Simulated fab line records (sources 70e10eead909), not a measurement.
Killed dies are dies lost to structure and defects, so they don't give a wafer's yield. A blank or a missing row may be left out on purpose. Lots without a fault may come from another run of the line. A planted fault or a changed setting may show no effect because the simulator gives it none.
Matching of chambers -- flow nand-harc -- NHARC_P_BONDPAD_CMP_19 on cmp-01: 4 sister chambers
The step polishes, t overpolish 30 s, cu recess touch 16 s, target thk 160.81 nm. 14 wafers are shown with their chamber, then 7 later ones without.

WAFERS WITH THEIR CHAMBER
wafer,chamber,motor-current-A (A),overpolish-run-s (s)
L075.1,1,13.2,29.992
L075.4,2,10.3,30.005
L075.6,1,13.6,30.003
L082.2,0,13.0,30.007
L082.4,2,10.8,30.004
L082.5,2,10.5,30.001
L084.1,1,13.3,30.011
L084.4,0,12.6,30.002
L084.6,3,13.2,29.995
L085.1,0,12.0,30.000
L085.2,3,12.8,29.984
L085.5,2,11.3,30.025
L086.1,2,11.0,29.998
L086.2,3,12.7,29.994

SIGNATURES (averages over the wafers above)
reading,chamber 0,chamber 1,chamber 2,chamber 3,scatter within a chamber
motor-current-A,12.533,13.367,10.780,12.900,0.369
overpolish-run-s,30.00300,30.00200,30.00660,29.99100,0.00857
Rule: for each reading, subtract the chamber's mean from the wafer's reading, divide by that reading's scatter and square the result; add these up over the readings and take the root, which gives the wafer's distance from the chamber. The wafer belongs to the nearest chamber; if the next one is less than 2 further off, it can't be placed. The scatter: the root of (the sum of the squares of (reading less its chamber's mean) over the shown wafers, divided by (wafers less chambers)).

WAFERS WITH NO CHAMBER GIVEN
wafer,motor-current-A (A),overpolish-run-s (s)
L086.5,13.4,30.001
L086.3,13.2,29.999
L086.4,12.5,30.006
L086.6,12.2,30.010
L097.3,12.4,29.999
L097.4,10.5,30.000
L097.6,13.2,30.012

CHAMBER TAKEN BY EACH
wafer,from the rows above,in truth
L086.5,can't be placed: 1 or 3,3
L086.3,can't be placed: 1 or 3 or 0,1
L086.4,can't be placed: 0 or 3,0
L086.6,can't be placed: 0 or 3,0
L097.3,can't be placed: 0 or 3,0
L097.4,2,2
L097.6,can't be placed: 1 or 0 or 3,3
1 of 7 placed correctly. Cannot be placed on the basis of these rows: 6; the candidates contain the true chamber in 6. Wrongly placed: 0.
